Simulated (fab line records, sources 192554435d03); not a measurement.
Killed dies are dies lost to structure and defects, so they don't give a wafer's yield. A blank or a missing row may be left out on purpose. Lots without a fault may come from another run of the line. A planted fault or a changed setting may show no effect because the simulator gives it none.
fab line records | flow n5_finfet | part 1 of 2: steps 1 to 17 of 27
record lots=5 wafers=15 last_day=16
route steps=1938 shown FIN_CUT@158 STI_FIN_REVEAL@183
lots that met no fault: from a run of the same line without faults
start_h: hours from the record's first day to the start of the lot's first wafer shown | wait_h: hours since the lot's step before | " the same as in the row above | L1.1+2: a row that stands for several wafers | - no value, or no start given | * or withheld: withheld | < > ~ a bound
route shown NAME@n: a module of which the file shows steps, and the number in the route of the first | usual: mean/standard deviation of fault-free wafers | same: alike in all rows | chamber/n: place in a boat | sites: the reading at each site | _std_site: their standard deviation | _edge_site: outer sites' mean less inner sites' | radius_mm: how far each site lies from the wafer's centre | mask NAME#n: copy n | behind: the tool/chamber that last shaped the wafer | hold: why the lot was held/for how many hours/how that ended | device: the transistor (n, p or np) that didn't switch | end of line: the same wafers' tests at the end of the route | a step without rows: its recipe alone | killed: dies lost to structure and defects at the first sort, not the wafer's yield | map: a wafer's dies, x killed, . not, _ none there
set.NAME: the setting as run; set.NAME@STEP: as run at that earlier step | model.NAME: the simulator's own value behind a step, which no gauge read
lots at some steps of the route; a table a step, a row a wafer
services: from which hour (start_h, from the record's first day; less than 0 if before it) a tool's chamber was out of use, for how many hours, and why
## steps
# step N5_FIN_CUT_EBR_04
# recipe solvent=PGMEA ebr_width_mm=1.5
# usual chill_plate_temp_C=23.02/0.12
# columns lot.wafer tool chamber start_h wait_h chill_plate_temp_C
L078.2 litho_track-03 0 - - 23.08
L078.3 " 0 " " 23.15
L078.4 " 0 " " 22.96
L080.1 litho_track-04 0 - - 23.03
L080.3 " 0 " " 23.02
L080.5 " 0 " " 23.17
L083.2 litho_track-01 0 - - 23.13
L083.3 " 0 " " 22.95
L083.6 " 0 " " 23.19
L089.1 litho_track-04 0 - - 23.10
L089.3 " 0 " " 23.06
L089.4 " 0 " " 23.00
L093.1 litho_track-01 0 - - 23.14
L093.2 " 0 " " 23.10
L093.4 " 0 " " 23.17
# step N5_FIN_CUT_SOFTBAKE_03
# recipe temp_c=110 time_s=60 resist=CAR-EUV
# usual chill_plate_temp_C=22.99/0.094
# columns lot.wafer tool chamber start_h wait_h chill_plate_temp_C
L078.2 litho_track-03 0 - - 22.80
L078.3 " 0 " " 22.84
L078.4 " 0 " " 22.86
L080.1 litho_track-04 0 - - 22.98
L080.3 " 0 " " 23.00
L080.5 " 0 " " 22.94
L083.2 litho_track-01 0 - - 22.87
L083.3 " 0 " " 23.01
L083.6 " 0 " " 23.17
L089.1 litho_track-04 0 - - 22.93
L089.3 " 0 " " 23.00
L089.4 " 0 " " 23.09
L093.1 litho_track-01 0 - - 23.01
L093.2 " 0 " " 22.89
L093.4 " 0 " " 22.77
# step N5_FIN_CUT_EXPOSE_05
# recipe mask_id=FIN_CUT na=0.33 source_shape=annular sigma_inner=0.35 sigma_outer=0.8 polarization=unpolarized dose_mj=45.75
# usual exposure_dose_mJ_cm2=45.68/0.049
# columns lot.wafer tool chamber start_h wait_h mask exposure_dose_mJ_cm2
L078.2 euv_scanner-02 0 51.16 - FIN_CUT#0 45.70
L078.3 " 0 " " FIN_CUT#0 45.73
L078.4 " 0 " " FIN_CUT#0 45.77
L080.1 euv_scanner-01 0 63.94 - FIN_CUT#0 45.63
L080.3 " 0 " " FIN_CUT#0 45.72
L080.5 " 0 " " FIN_CUT#0 45.68
L083.2 euv_scanner-02 0 80.22 - FIN_CUT#0 45.67
L083.3 " 0 " " FIN_CUT#0 45.62
L083.6 " 0 " " FIN_CUT#0 45.64
L089.1 euv_scanner-02 0 117.22 - FIN_CUT#0 45.68
L089.3 " 0 " " FIN_CUT#0 45.66
L089.4 " 0 " " FIN_CUT#0 45.73
L093.1 euv_scanner-01 0 141.36 - FIN_CUT#0 45.72
L093.2 " 0 " " FIN_CUT#0 45.64
L093.4 " 0 " " FIN_CUT#0 45.71
# step N5_FIN_CUT_PEB_06
# recipe peb_temp_c=100 peb_time_s=60 resist=CAR-EUV
# usual chill_plate_temp_C=22.98/0.11
# same peb_time_s=60
# columns lot.wafer tool chamber start_h wait_h chill_plate_temp_C
L078.2 litho_track-01 0 51.22 0.1 23.03
L078.3 " 0 " " 22.85
L078.4 " 0 " " 22.94
L080.1 litho_track-04 0 64.01 0.1 23.09
L080.3 " 0 " " 22.91
L080.5 " 0 " " 23.01
L083.2 litho_track-01 0 80.28 0.1 22.99
L083.3 " 0 " " 22.98
L083.6 " 0 " " 23.14
L089.1 litho_track-04 0 117.28 0.1 22.77
L089.3 " 0 " " 22.82
L089.4 " 0 " " 22.96
L093.1 litho_track-04 0 141.43 0.1 22.95
L093.2 " 0 " " 23.07
L093.4 " 0 " " 23.04
# step N5_FIN_CUT_DEVELOP_07
# recipe develop_time_s=30 developer=TMAH resist=CAR-EUV rinse_liquid=surfactant_rinse dry=air_spin dev_temp_c=23
# usual chill_plate_temp_C=23.02/0.1
# columns lot.wafer tool chamber start_h wait_h chill_plate_temp_C
L078.2 litho_track-01 0 - - 23.10
L078.3 " 0 " " 23.15
L078.4 " 0 " " 22.99
L080.1 litho_track-04 0 - - 23.10
L080.3 " 0 " " 22.96
L080.5 " 0 " " 23.11
L083.2 litho_track-01 0 - - 23.22
L083.3 " 0 " " 22.97
L083.6 " 0 " " 23.00
L089.1 litho_track-04 0 - - 22.99
L089.3 " 0 " " 23.07
L089.4 " 0 " " 23.16
L093.1 litho_track-04 0 - - 23.03
L093.2 " 0 " " 22.85
L093.4 " 0 " " 22.96
# step N5_FIN_CUT_CD_MEAS_08
# recipe target_cd_nm=29.1 landing_energy_ev=500 detector=se_inlens polarity=opening
# usual cd_nm=29.16/0.23
# columns lot.wafer tool chamber start_h wait_h cd_nm
L078.2 cd_sem-03 0 51.28 - 29.25
L078.3 " 0 " " 29.51
L078.4 " 0 " " 29.03
L080.1 cd_sem-01 0 64.08 - 29.22
L080.3 " 0 " " 29.24
L080.5 " 0 " " 29.06
L083.2 cd_sem-02 0 80.35 - 29.29
L083.3 " 0 " " 29.06
L083.6 " 0 " " 29.15
L089.1 cd_sem-01 0 117.35 - 29.06
L089.3 " 0 " " 29.43
L089.4 " 0 " " 28.98
L093.1 cd_sem-03 0 141.50 - 29.06
L093.2 " 0 " " 29.10
L093.4 " 0 " " 29.26
# step N5_FIN_CUT_OVL_MEAS_09
# recipe points_per_wafer=522
# usual FIN_CUT_OVL=0.1/0.72
# columns lot.wafer tool chamber start_h wait_h FIN_CUT_OVL[nm]
L078.2 overlay-01 0 51.32 0.0 0.4
L078.3 " 0 " " 0.9
L078.4 " 0 " " 0.3
L080.1 overlay-02 0 64.11 0.0 -0.6
L080.3 " 0 " " -2.1
L080.5 " 0 " " -1.1
L083.2 overlay-02 0 80.38 0.0 1.0
L083.3 " 0 " " -0.5
L083.6 " 0 " " 0.8
L089.1 overlay-01 0 117.38 0.0 0.6
L089.3 " 0 " " 0.9
L089.4 " 0 " " 0.3
L093.1 overlay-01 0 141.53 0.0 -0.3
L093.2 " 0 " " -0.4
L093.4 " 0 " " 0.3
# step N5_FIN_CUT_INSPECT_10
# recipe mode=adi inspect_instrument=brightfield
# usual raw_defect_count=43/12
# columns lot.wafer tool chamber start_h wait_h raw_defect_count
L078.2 defect_inspect-02 - 51.37 0.0 53
L078.3 " - " " 52
L078.4 " - " " 78
L080.1 defect_inspect-01 - 64.17 0.1 37
L080.3 " - " " 58
L080.5 " - " " 35
L083.2 defect_inspect-02 - 80.44 0.0 45
L083.3 " - " " 24
L083.6 " - " " 32
L089.1 defect_inspect-01 - 117.44 0.1 49
L089.3 " - " " 28
L089.4 " - " " 35
L093.1 defect_inspect-02 - 141.59 0.1 55
L093.2 " - " " 44
L093.4 " - " " 38
# step N5_FIN_CUT_DESCUM_13
# recipe chemistry=O2 time_s=7 source_power_w=50 bias_power_w=20 pressure_mtorr=20 rf_frequency_hz=2.712e+07 temp_c=40 resist=CAR-EUV o2_flow_sccm=225
# usual drypump_motor_current_A=5.6/0.36 oes_product_au=0.80/0.1 rf_vpp_V=243.8/1.2 showerhead_plenum_p_Torr=2.14/0.05 throttle_valve_pct=20.32/0.24
# columns lot.wafer tool chamber start_h wait_h drypump_motor_current_A oes_product_au rf_hours_counter_h rf_vpp_V showerhead_plenum_p_Torr throttle_valve_pct
L078.2 rie_diel-05 2 51.87 0.5 5.7 0.67 237 244.4 2.14 20.38
L078.3 " 3 " " 5.8 0.72 218 244.5 2.14 20.03
L078.4 " 2 " " 5.7 0.68 - 244.8 2.14 20.39
L080.1 rie_diel-01 0 64.28 0.1 5.6 0.71 202 242.9 2.07 20.42
L080.3 " 3 " " 6.2 0.68 226 242.6 2.07 20.30
L080.5 " 2 " " 5.8 0.97 - 242.6 2.09 20.72
L083.2 rie_diel-01 3 80.47 0.0 6.2 0.68 231 241.6 2.07 20.31
L083.3 " 0 " " 5.6 0.71 208 243.2 2.07 20.43
L083.6 " 3 " " 6.2 0.68 - 243.0 2.07 20.31
L089.1 rie_diel-01 3 117.47 0.0 6.2 0.66 242 243.0 2.06 20.34
L089.3 " 0 " " 5.7 0.70 218 244.1 2.06 20.44
L089.4 " 2 " " 5.8 0.92 19 242.2 2.08 20.76
L093.1 rie_diel-05 0 141.63 0.0 5.0 0.72 201 244.6 2.17 20.34
L093.2 " 2 " " 5.6 0.95 9 243.0 2.13 20.00
L093.4 " 1 " " 5.6 0.90 30 244.2 2.14 20.23
# step N5_FIN_CUT_ETCH_30
# recipe chemistry=N2/H2 target=underlayer target_depth_a=130 mask_material=CAR-EUV time_s=10.4 ion_energy_ev=200 pressure_mtorr=30 source_w=840 bias_w=150 n2_flow_sccm=200 h2_flow_sccm=200 ends=cleared
# usual drypump_motor_current_A=5.6/0.36 etch_rf_on_time_s=10.4/0.35 n2_flow_sccm=200.0/0.59 oes_product_au=0.68/0.08 rf_vpp_V=525.3/2 showerhead_plenum_p_Torr=2.59/0.07 throttle_valve_pct=17.72/0.21
# columns lot.wafer tool chamber start_h wait_h drypump_motor_current_A etch_rf_on_time_s n2_flow_sccm oes_product_au rf_hours_counter_h rf_vpp_V showerhead_plenum_p_Torr throttle_valve_pct
L078.2 rie_diel-05 2 51.91 0.0 5.7 11.0 199.6 0.57 237 526.0 2.60 17.89
L078.3 " 3 " " 5.8 10.9 199.1 0.60 218 526.0 2.60 17.39
L078.4 " 2 " " 5.6 10.9 199.7 0.58 - 525.0 2.60 17.88
L080.1 rie_diel-01 0 64.32 0.0 5.6 10.6 199.9 0.60 202 521.5 2.50 17.72
L080.3 " 3 " " 6.2 10.9 199.1 0.59 226 524.0 2.52 17.87
L080.5 " 2 " " 5.8 10.1 199.7 0.83 - 522.0 2.49 17.82
L083.2 rie_diel-01 3 80.50 0.0 6.2 10.9 200.5 0.59 231 523.9 2.52 17.88
L083.3 " 0 " " 5.6 10.5 200.3 0.61 208 522.7 2.50 17.74
L083.6 " 3 " " 6.2 10.9 199.8 0.58 - 523.0 2.52 17.88
L089.1 rie_diel-01 3 117.51 0.0 6.2 10.9 200.4 0.58 242 522.8 2.52 17.88
L089.3 " 0 " " 5.6 10.5 199.7 0.59 218 521.9 2.50 17.76
L089.4 " 2 " " 5.8 10.1 199.9 0.79 19 522.1 2.49 17.87
L093.1 rie_diel-05 0 141.67 0.0 5.0 9.8 199.3 0.63 201 526.9 2.63 17.77
L093.2 " 2 " " 5.7 10.6 200.0 0.81 9 525.7 2.59 17.45
L093.4 " 1 " " 5.6 10.6 200.5 0.74 30 525.8 2.59 17.66
# step N5_FIN_CUT_ETCH_20
# recipe chemistry=CF4 target=SiARC target_depth_a=260 mask_material=CAR-EUV time_s=43.3 ion_energy_ev=80 pressure_mtorr=40 source_w=545 bias_w=36 Ar_flow_sccm=100 cf4_flow_sccm=100 ends=cleared
# usual drypump_motor_current_A=5.6/0.36 etch_rf_on_time_s=43.4/1.4 oes_product_au=0.68/0.079 rf_vpp_V=184.5/1 showerhead_plenum_p_Torr=2.19/0.051 throttle_valve_pct=15.56/0.2
# columns lot.wafer tool chamber start_h wait_h drypump_motor_current_A etch_rf_on_time_s oes_product_au rf_hours_counter_h rf_vpp_V showerhead_plenum_p_Torr throttle_valve_pct
L078.2 rie_diel-05 2 51.93 0.0 5.7 45.6 0.57 237 183.9 2.19 15.73
L078.3 " 3 " " 5.8 45.2 0.60 218 183.0 2.23 15.54
L078.4 " 2 " " 5.7 45.7 0.57 - 185.4 2.19 15.72
L080.1 rie_diel-01 0 64.34 0.0 5.7 43.0 0.61 202 183.0 2.13 15.80
L080.3 " 3 " " 6.2 44.2 0.60 226 183.8 2.12 15.56
L080.5 " 2 " " 5.8 41.7 0.84 - 183.2 2.12 15.67
L083.2 rie_diel-01 3 80.52 0.0 6.2 44.4 0.59 231 183.5 2.12 15.56
L083.3 " 0 " " 5.6 43.4 0.60 208 182.8 2.13 15.79
L083.6 " 3 " " 6.2 45.1 0.59 - 184.5 2.12 15.57
L089.1 rie_diel-01 3 117.53 0.0 6.2 45.1 0.57 242 183.0 2.11 15.59
L089.3 " 0 " " 5.6 43.5 0.60 218 182.9 2.12 15.80
L089.4 " 2 " " 5.8 41.9 0.79 19 183.1 2.12 15.69
L093.1 rie_diel-05 0 141.69 0.0 5.0 41.4 0.63 201 185.7 2.21 15.50
L093.2 " 2 " " 5.7 44.5 0.80 9 184.6 2.18 15.27
L093.4 " 1 " " 5.6 44.3 0.75 30 184.9 2.20 15.42
# step N5_FIN_CUT_ETCH_21
# recipe chemistry=N2/H2 target=SOC target_depth_a=2190 overetch_a=438 mask_material=SiARC temp_c=40 ion_energy_ev=100 bias_w=61 time_s=523.5 pressure_mtorr=30 source_w=850 n2_flow_sccm=200 h2_flow_sccm=200
# usual drypump_motor_current_A=5.6/0.36 n2_flow_sccm=200.1/0.56 oes_product_au=0.73/0.086 rf_vpp_V=241.4/1.2 showerhead_plenum_p_Torr=2.59/0.07 throttle_valve_pct=17.67/0.21
# columns lot.wafer tool chamber start_h wait_h drypump_motor_current_A n2_flow_sccm oes_product_au rf_hours_counter_h rf_vpp_V showerhead_plenum_p_Torr throttle_valve_pct
L078.2 rie_diel-05 2 51.97 0.0 5.6 200.7 0.64 237 240.5 2.60 17.84
L078.3 " 3 " " 5.8 199.7 0.67 218 242.0 2.60 17.37
L078.4 " 2 " " 5.7 200.2 0.63 - 241.6 2.60 17.84
L080.1 rie_diel-01 0 64.37 0.0 5.6 199.7 0.65 203 240.4 2.50 17.67
L080.3 " 3 " " 6.2 200.2 0.65 226 240.5 2.52 17.82
L080.5 " 2 " " 5.8 200.3 0.89 - 239.1 2.49 17.78
L083.2 rie_diel-01 3 80.56 0.0 6.2 200.9 0.64 231 239.7 2.52 17.83
L083.3 " 0 " " 5.6 199.6 0.65 208 240.5 2.50 17.68
L083.6 " 3 " " 6.2 200.2 0.64 - 242.2 2.52 17.83
L089.1 rie_diel-01 3 117.57 0.0 6.2 199.9 0.64 242 240.0 2.52 17.86
L089.3 " 0 " " 5.6 199.8 0.64 218 240.7 2.50 17.69
L089.4 " 2 " " 5.8 200.2 0.84 19 239.1 2.49 17.80
L093.1 rie_diel-05 0 141.72 0.0 5.0 199.9 0.65 201 241.3 2.63 17.72
L093.2 " 2 " " 5.6 199.3 0.87 9 241.0 2.59 17.41
L093.4 " 1 " " 5.6 200.4 0.82 30 240.6 2.59 17.61
# step N5_FIN_CUT_STRIP_23
# recipe chemistry=N2/H2 temp_c=40 n2_flow_sccm=200 h2_flow_sccm=200 rf_frequency_hz=6e+07
# columns lot.wafer tool chamber start_h wait_h
L078.2+3+4 rie_diel-05 2,3,2 52.27 0.2
L080.1+3+5 rie_diel-01 0,3,2 64.68 0.2
L083.2+3+6 rie_diel-01 3,0,3 80.87 0.2
L089.1+3+4 rie_diel-01 3,0,2 117.87 0.2
L093.1+2+4 rie_diel-05 0,2,1 142.03 0.2
# step N5_FIN_CUT_STRIP_31
# recipe chemistry=N2/H2 temp_c=40 n2_flow_sccm=200 h2_flow_sccm=200 rf_frequency_hz=6e+07
# columns lot.wafer tool chamber start_h wait_h
L078.2+3+4 rie_diel-05 2,3,2 52.28 0.0
L080.1+3+5 rie_diel-01 0,3,2 64.69 0.0
L083.2+3+6 rie_diel-01 3,0,3 80.88 0.0
L089.1+3+4 rie_diel-01 3,0,2 117.88 0.0
L093.1+2+4 rie_diel-05 0,2,1 142.04 0.0
# step N5_FIN_CUT_STRIP_24
# recipe chemistry=CF4 resist=SiARC power_w=300 bias_power_w=75 pressure_mtorr=50 cf4_flow_sccm=150 rf_frequency_hz=6e+07
# usual drypump_motor_current_A=5.6/0.36 oes_product_au=0.78/0.092 rf_vpp_V=271.9/1.3 showerhead_plenum_p_Torr=1.84/0.047 throttle_valve_pct=13.54/0.21
# columns lot.wafer tool chamber start_h wait_h drypump_motor_current_A oes_product_au rf_hours_counter_h rf_vpp_V showerhead_plenum_p_Torr throttle_valve_pct
L078.2 rie_diel-05 2 52.29 0.0 5.7 0.68 238 271.4 1.84 13.76
L078.3 " 3 " " 5.8 0.72 218 272.7 1.87 13.55
L078.4 " 2 " " 5.7 0.67 - 271.9 1.84 13.78
L080.1 rie_diel-01 0 64.70 0.0 5.6 0.71 203 270.2 1.79 13.79
L080.3 " 3 " " 6.2 0.70 227 270.4 1.76 13.52
L080.5 " 2 " " 5.8 0.95 - 270.3 1.78 13.58
L083.2 rie_diel-01 3 80.89 0.0 6.2 0.70 231 271.1 1.76 13.54
L083.3 " 0 " " 5.6 0.71 208 270.7 1.79 13.80
L083.6 " 3 " " 6.2 0.69 - 270.2 1.76 13.54
L089.1 rie_diel-01 3 117.89 0.0 6.2 0.69 242 270.2 1.75 13.55
L089.3 " 0 " " 5.6 0.70 218 269.9 1.79 13.83
L089.4 " 2 " " 5.8 0.90 19 269.8 1.77 13.61
L093.1 rie_diel-05 0 142.05 0.0 5.0 0.71 201 273.3 1.84 13.48
L093.2 " 2 " " 5.7 0.94 10 271.5 1.83 13.23
L093.4 " 1 " " 5.6 0.88 31 274.0 1.83 13.35
# step N5_FIN_CUT_CUT_ETCH_26
# recipe chemistry=CH3F/O2 target=SiNx target_depth_a=390 mask_material=SOC time_s=55.7 pressure_mtorr=30 source_w=395 bias_w=73 Ar_flow_sccm=150 CH3F_flow_sccm=30 O2_flow_sccm=20 ion_energy_ev=120
# usual drypump_motor_current_A=5.6/0.36 oes_product_au=0.79/0.095 rf_vpp_V=297/6.1 showerhead_plenum_p_Torr=2.05/0.046 throttle_valve_pct=16.30/0.2
# columns lot.wafer tool chamber start_h wait_h drypump_motor_current_A oes_product_au rf_hours_counter_h rf_vpp_V showerhead_plenum_p_Torr throttle_valve_pct
L078.2 rie_diel-05 2 52.31 0.0 5.6 0.68 238 308 2.04 16.45
L078.3 " 3 " " 5.8 0.72 218 294 2.09 16.25
L078.4 " 2 " " 5.7 0.67 - 308 2.04 16.44
L080.1 rie_diel-01 0 64.72 0.0 5.6 0.71 203 292 1.98 16.48
L080.3 " 3 " " 6.2 0.69 227 287 1.99 16.40
L080.5 " 2 " " 5.8 0.98 - 298 1.98 16.41
L083.2 rie_diel-01 3 80.91 0.0 6.2 0.68 231 288 1.99 16.40
L083.3 " 0 " " 5.6 0.70 208 292 1.98 16.48
L083.6 " 3 " " 6.2 0.68 - 287 1.99 16.40
L089.1 rie_diel-01 3 117.91 0.0 6.2 0.67 242 289 1.99 16.41
L089.3 " 0 " " 5.6 0.69 218 291 1.98 16.50
L089.4 " 2 " " 5.8 0.92 19 298 1.97 16.43
L093.1 rie_diel-05 0 142.07 0.0 5.0 0.73 201 293 2.08 16.33
L093.2 " 2 " " 5.7 0.95 10 307 2.03 15.97
L093.4 " 1 " " 5.6 0.87 31 292 2.06 16.24
# step N5_FIN_CUT_CUT_ETCH_27
# recipe chemistry=CHF3/O2 target=SiO2 target_depth_a=40 mask_material=SOC overetch_a=20 time_s=4.9 pressure_mtorr=30 source_w=650 bias_w=170 Ar_flow_sccm=200 CHF3_flow_sccm=50 O2_flow_sccm=5 ion_energy_ev=200
# usual drypump_motor_current_A=5.6/0.36 oes_product_au=0.63/0.074 rf_vpp_V=523/11 showerhead_plenum_p_Torr=2.47/0.054 throttle_valve_pct=18.77/0.19
# columns lot.wafer tool chamber start_h wait_h drypump_motor_current_A oes_product_au rf_hours_counter_h rf_vpp_V showerhead_plenum_p_Torr throttle_valve_pct
L078.2 rie_diel-05 2 52.36 0.0 5.7 0.55 238 541 2.45 18.83
L078.3 " 3 " " 5.8 0.57 218 520 2.52 18.75
L078.4 " 2 " " 5.7 0.54 - 542 2.45 18.83
L080.1 rie_diel-01 0 64.76 0.0 5.6 0.57 203 513 2.39 18.91
L080.3 " 3 " " 6.2 0.56 227 507 2.40 18.82
L080.5 " 2 " " 5.8 0.75 - 526 2.38 18.95
L083.2 rie_diel-01 3 80.95 0.0 6.2 0.55 231 506 2.40 18.84
L083.3 " 0 " " 5.6 0.56 208 513 2.39 18.93
L083.6 " 3 " " 6.2 0.55 - 506 2.40 18.84
L089.1 rie_diel-01 3 117.96 0.0 6.2 0.55 242 506 2.39 18.85
L089.3 " 0 " " 5.6 0.56 218 514 2.38 18.96
L089.4 " 2 " " 5.8 0.73 19 526 2.38 18.96
L093.1 rie_diel-05 0 142.11 0.0 5.0 0.57 201 517 2.50 18.77
L093.2 " 2 " " 5.7 0.76 10 541 2.44 18.39
L093.4 " 1 " " 5.6 0.70 31 515 2.48 18.69
